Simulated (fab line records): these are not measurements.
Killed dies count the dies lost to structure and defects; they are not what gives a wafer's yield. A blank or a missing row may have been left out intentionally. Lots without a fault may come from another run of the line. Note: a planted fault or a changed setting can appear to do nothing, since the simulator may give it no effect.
fab line records	flow n5_finfet
record lots=10	wafers=30	last_day=18
route steps=1938 shown BEOL_M10@1513 BEOL_M11@1536
lots that met no fault: from a run of the same line without faults
start_h: the number of hours between the record's first day and the start of the first shown wafer of the lot	wait_h: how many hours have passed since the lot's step before this one	" identical to the entry in the row above	L1.1+2: one row covering several wafers at once	- either no value or no given start	* or withheld: withheld	< > ~ a bound
route shown NAME@n: a module of which the file shows steps, and the number in the route of the first	usual: mean and standard deviation over wafers with no fault	same: alike in all rows	chamber/n: place in a boat	sites: readings site by site	_std_site: how widely they spread, as a standard deviation	_edge_site: mean of outer sites minus mean of inner sites	radius_mm: how far each site lies from the wafer's centre	mask NAME#n: copy n	behind: the tool/chamber that last shaped the wafer	hold: what put the lot on hold/how long, in hours/how the hold closed	device: the n, p or np transistor that did not switch	end of line: tests run on the same wafers once the route is complete	step lacking rows: just its recipe	killed: at the first sort, the dies lost to defects and structure; wafer yield is something else	map: a wafer's dies, x killed, . not, _ none there
set.NAME: the setting that was run; set.NAME@STEP: the one run at that earlier step	model.NAME: the simulator's own value behind a step, which no gauge read
route steps across a sampled set of lots; one table per step, one row per wafer
services: a tool's chamber out of use, with start hour (start_h, from the record's first day; less than 0 if before it), hours out, and reason
## steps
# step N5_BEOL_M10_ETCH_41
# recipe chemistry=CH3F/O2	target=SiCN	target_depth_a=426	taper_deg=2	time_s=86	ion_energy_ev=120	mask_material=TiN	pressure_mtorr=30	source_w=395	bias_w=75	Ar_flow_sccm=150	CH3F_flow_sccm=30	O2_flow_sccm=20
# usual CH3F_flow_sccm=30.00/0.085	drypump_motor_current_A=5.6/0.48	oes_product_au=0.79/0.077	rf_vpp_V=296.9/1.7	showerhead_plenum_p_Torr=1.98/0.073	throttle_valve_pct=16.31/0.18
lot.wafer	tool	chamber	start_h	wait_h	CH3F_flow_sccm	drypump_motor_current_A	oes_product_au	rf_hours_counter_h	rf_vpp_V	showerhead_plenum_p_Torr	throttle_valve_pct
L175.1	rie_diel-04	3	-	-	29.97	5.8	0.67	215	297.6	1.99	16.35
L175.3	"	2	"	"	29.88	6.7	0.66	242	296.3	1.98	16.87
L175.5	"	0	"	"	30.15	5.0	0.79	-	295.2	1.94	16.41
L179.1	rie_diel-06	3	-	-	30.08	5.0	0.87	62	299.9	2.13	16.56
L179.3	"	1	"	"	29.95	5.9	0.85	73	300.1	2.11	16.23
L179.6	"	1	"	"	29.81	5.9	0.85	-	299.2	2.11	16.23
L182.1	rie_diel-04	3	-	-	30.02	5.8	0.67	226	296.6	1.99	16.38
L182.4	"	0	"	"	29.90	4.9	0.78	-	295.5	1.94	16.46
L182.6	"	1	"	"	30.01	5.7	0.72	-	295.0	1.89	16.07
L185.3	rie_diel-03	3	-	-	29.95	5.7	0.76	-	295.3	1.93	16.24
L185.4	"	2	"	"	30.07	5.6	0.78	-	296.0	1.92	16.43
L185.6	"	3	"	"	30.02	5.7	0.77	-	296.6	1.92	16.25
L192.1	rie_diel-03	2	-	-	29.97	5.6	0.76	140	295.8	1.91	16.48
L192.4	"	1	"	"	30.12	6.3	0.74	158	298.4	2.01	16.20
L192.6	"	2	"	"	30.09	5.6	0.76	-	295.0	1.91	16.46
L189.3	rie_diel-06	0	-	-	29.94	5.2	0.83	78	298.4	2.01	16.23
L189.5	"	1	"	"	30.03	5.9	0.82	-	299.9	2.11	16.28
L189.6	"	2	"	"	30.05	5.4	0.87	-	297.4	2.03	16.18
L195.3	rie_diel-04	3	-	-	29.96	5.8	0.93	5	296.3	1.98	15.96
L195.5	"	3	"	"	30.02	5.8	0.93	-	296.1	1.98	15.95
L195.6	"	2	"	"	30.09	6.8	0.91	-	296.5	1.97	16.41
L194.1	rie_diel-04	1	-	-	29.93	5.7	0.70	246	295.7	1.88	16.14
L194.3	"	0	"	"	30.09	4.9	0.75	164	296.0	1.93	16.52
L194.5	"	0	"	"	30.19	5.0	0.75	-	295.2	1.93	16.54
L196.2	rie_diel-04	1	-	-	29.94	5.7	0.69	249	295.8	1.88	16.16
L196.4	"	2	"	"	29.89	6.7	0.91	24	296.8	1.97	16.43
L196.5	"	0	"	"	29.95	5.0	0.75	-	296.2	1.93	16.53
L198.1	rie_diel-03	1	-	-	29.97	6.3	0.73	172	295.7	2.01	16.23
L198.3	"	2	"	"	30.06	5.6	0.75	148	296.7	1.91	16.48
L198.4	"	0	"	"	29.94	5.2	0.72	177	299.5	2.07	16.48
# step N5_BEOL_M10_PRE_CLEAN_45
# recipe gas=H2/He	time_s=30	temp_c=250
# usual heater_power_w=336/19
lot.wafer	tool	chamber	start_h	wait_h	heater_power_w
L175.1	pvd_sputter-01	-	260.50	0.0	332
L175.3	"	-	"	"	340
L175.5	"	-	"	"	322
L179.1	pvd_sputter-01	-	283.00	0.0	334
L179.3	"	-	"	"	321
L179.6	"	-	"	"	347
L182.1	pvd_sputter-03	-	287.82	0.0	318
L182.4	"	-	"	"	367
L182.6	"	-	"	"	319
L185.3	pvd_sputter-01	-	321.92	0.0	317
L185.4	"	-	"	"	346
L185.6	"	-	"	"	337
L192.1	pvd_sputter-03	-	360.45	0.0	368
L192.4	"	-	"	"	317
L192.6	"	-	"	"	320
L189.3	pvd_sputter-01	-	362.17	0.0	338
L189.5	"	-	"	"	340
L189.6	"	-	"	"	344
L195.3	pvd_sputter-02	-	374.46	0.0	375
L195.5	"	-	"	"	314
L195.6	"	-	"	"	339
L194.1	pvd_sputter-01	-	375.55	0.0	322
L194.3	"	-	"	"	348
L194.5	"	-	"	"	321
L196.2	pvd_sputter-02	-	384.30	0.0	370
L196.4	"	-	"	"	347
L196.5	"	-	"	"	335
L198.1	pvd_sputter-03	-	394.46	0.0	315
L198.3	"	-	"	"	325
L198.4	"	-	"	"	373
# step N5_BEOL_M11_ILD_DEP_00
# recipe material=SiCOH_lowk	target_thk_a=3085.1	temp_c=300	precursor=DEMS/porogen	pressure_torr=5	rf_w=500	time_s=58
# usual heater_power_w=367/69	run_length_s=100.9/0.49	showerhead_plenum_p_Torr=5.744/0.022	throttle_valve_pct=13.9/1.3
lot.wafer	tool	chamber	start_h	wait_h	heater_power_w	run_length_s	showerhead_plenum_p_Torr	throttle_valve_pct
L175.1	pecvd-01	0	262.37	0.0	305	101.3	5.758	13.0
L175.3	"	1	"	"	224	101.1	5.760	14.2
L175.5	"	2	"	"	426	101.6	5.739	13.0
L179.1	pecvd-01	2	285.56	0.0	415	100.8	5.719	13.5
L179.3	"	0	"	"	355	100.6	5.753	13.0
L179.6	"	2	"	"	440	100.5	5.725	12.9
L182.1	pecvd-01	2	291.69	0.0	464	100.9	5.737	13.5
L182.4	"	0	"	"	354	100.6	5.745	13.2
L182.6	"	2	"	"	478	101.5	5.742	13.1
L185.3	pecvd-01	1	324.23	0.0	259	101.5	5.764	13.8
L185.4	"	0	"	"	329	100.6	5.759	13.0
L185.6	"	1	"	"	269	101.3	5.745	14.0
L192.1	pecvd-03	0	362.17	0.0	361	101.9	5.733	17.2
L192.4	"	2	"	"	445	100.0	5.773	12.6
L192.6	"	0	"	"	361	101.6	5.725	17.0
L189.3	pecvd-01	0	365.57	0.0	350	100.3	5.764	13.0
L189.5	"	1	"	"	240	101.8	5.755	14.0
L189.6	"	2	"	"	434	115.1	5.722	13.2
L195.3	pecvd-03	2	376.88	0.0	443	100.2	5.770	12.3
L195.5	"	1	"	"	361	101.1	5.763	14.4
L195.6	"	2	"	"	433	100.0	5.760	12.6
L194.1	pecvd-01	0	378.10	0.0	334	114.6	5.781	13.3
L194.3	"	1	"	"	264	101.8	5.771	14.1
L194.5	"	2	"	"	468	100.9	5.729	13.4
L196.2	pecvd-03	0	386.96	0.0	353	101.5	5.733	16.9
L196.4	"	2	"	"	359	100.9	5.763	12.7
L196.5	"	2	"	"	384	100.0	5.766	12.7
L198.1	pecvd-02	0	396.35	0.0	399	101.4	5.714	13.2
L198.3	"	1	"	"	307	100.4	5.751	14.4
L198.4	"	2	"	"	439	100.8	5.724	14.0
# step N5_BEOL_M11_CURE_71
# recipe temp_c=385	time_s=240	ambient=He/Ar	material=SiCOH_lowk
# usual lamp_power_pct=52.31/0.055	wafer_temp_C_max=386.7/0.72
lot.wafer	tool	chamber	start_h	wait_h	lamp_power_pct	wafer_temp_C_max
L175.1	uv_cure-02	2	262.45	0.0	52.26	386.8
L175.3	"	2	"	"	52.39	386.6
L175.5	"	2	"	"	52.24	386.4
L179.1	uv_cure-02	2	285.64	0.0	52.38	386.3
L179.3	"	2	"	"	52.35	386.4
L179.6	"	2	"	"	52.21	386.9
L182.1	uv_cure-01	2	291.77	0.0	52.35	386.0
L182.4	"	2	"	"	52.35	386.2
L182.6	"	2	"	"	52.34	386.2
L185.3	uv_cure-01	0	324.50	0.2	52.38	386.2
L185.4	"	0	"	"	52.28	385.8
L185.6	"	0	"	"	52.31	386.1
L192.1	uv_cure-02	0	362.25	0.0	52.38	388.0
L192.4	"	0	"	"	52.36	387.3
L192.6	"	0	"	"	52.37	386.5
L189.3	uv_cure-02	1	365.81	0.2	52.27	386.9
L189.5	"	1	"	"	52.38	388.2
L189.6	"	1	"	"	52.38	387.2
L195.3	uv_cure-02	0	377.12	0.2	52.40	387.1
L195.5	"	0	"	"	52.31	387.0
L195.6	"	0	"	"	52.32	387.4
L194.1	uv_cure-02	2	378.18	0.0	52.36	386.0
L194.3	"	2	"	"	52.35	386.6
L194.5	"	2	"	"	52.33	387.3
L196.2	uv_cure-02	0	387.14	0.2	52.29	387.4
L196.4	"	0	"	"	52.24	387.4
L196.5	"	0	"	"	52.27	386.8
L198.1	uv_cure-03	2	396.43	0.0	52.27	387.2
L198.3	"	2	"	"	52.35	388.6
L198.4	"	2	"	"	52.32	387.2
# step N5_BEOL_M11_THK_MEAS_01
# recipe reads=SiCOH_lowk_of_BEOL_M11_ILD_DEP_00
# usual M11_ILD_THK=268/3.4
lot.wafer	tool	chamber	start_h	wait_h	M11_ILD_THK[nm]
L175.1	film_metro-01	-	262.96	0.4	270
L175.3	"	-	"	"	265
L175.5	"	-	"	"	270
L179.1	film_metro-02	-	286.15	0.4	268
L179.3	"	-	"	"	265
L179.6	"	-	"	"	272
L182.1	film_metro-01	-	292.76	0.8	268
L182.4	"	-	"	"	272
L182.6	"	-	"	"	275
L185.3	film_metro-01	-	324.86	0.3	263
L185.4	"	-	"	"	270
L185.6	"	-	"	"	267
L192.1	film_metro-01	-	362.76	0.4	265
L192.4	"	-	"	"	270
L192.6	"	-	"	"	271
L189.3	film_metro-02	-	366.17	0.3	264
L189.5	"	-	"	"	269
L189.6	"	-	"	"	338
L195.3	film_metro-01	-	377.47	0.3	265
L195.5	"	-	"	"	267
L195.6	"	-	"	"	270
L194.1	film_metro-01	-	378.70	0.4	328
L194.3	"	-	"	"	264
L194.5	"	-	"	"	269
L196.2	film_metro-01	-	387.58	0.4	267
L196.4	"	-	"	"	269
L196.5	"	-	"	"	269
L198.1	film_metro-01	-	396.95	0.4	262
L198.3	"	-	"	"	264
L198.4	"	-	"	"	270
## services
tool	chamber	start_h	hours	kind
uv_cure-01	-	259.51	2.1	pm
rie_diel-03	1	265.87	8.3	repair
uv_cure-03	-	272.28	3.4	pm
rie_diel-04	2	281.12	-	clean
rie_diel-04	2	281.12	-	consumable_replace:focus_ring
uv_cure-02	-	286.38	1.0	pm
uv_cure-03	-	304.09	6.0	pm
uv_cure-03	-	311.70	3.2	repair
rie_diel-03	0	314.36	19.1	repair
rie_diel-03	1	319.35	9.5	repair
pecvd-02	1	324.87	29.1	repair
pecvd-01	1	331.69	-	calibration
rie_diel-06	0	335.30	4.4	repair
rie_diel-03	3	338.59	11.0	repair
pecvd-01	0	340.13	6.7	repair
rie_diel-04	2	358.26	6.6	repair
pecvd-03	-	366.32	6.0	pm
pecvd-01	0	369.92	5.3	repair
rie_diel-06	2	379.85	11.7	repair
rie_diel-03	2	380.00	12.7	repair
rie_diel-06	0	386.76	22.5	repair
pecvd-03	-	390.43	2.8	pm
rie_diel-03	2	394.52	8.1	repair
rie_diel-06	-	396.50	0.7	repair
## key
first_sign step=N5_BEOL_M11_ILD_DEP_00	reading=run_length_s	direction=up	sigmas=29	usual=*	struck=*
effect step=N5_BEOL_M11_THK_MEAS_01	reading=M11_ILD_THK	direction=up	sigmas=19	usual=268	struck=333
met_at N5_BEOL_M11_ILD_DEP_00
struck_lots L189,L194
struck_wafers L189.6,L194.1
not_acting_at N5_BEOL_M10_ETCH_41,N5_BEOL_M10_PRE_CLEAN_45,N5_BEOL_M11_CURE_71
onset_between 324.23 365.57
fault kind=process_parameter_drift	tool=pecvd-01	chamber=-	onset_h=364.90	steps=N5_BEOL_M11_ILD_DEP_00	channel=time_s	offset=*	shape=step	end_h=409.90	scope=struck_wafers_only	acts_in=*	stated=*
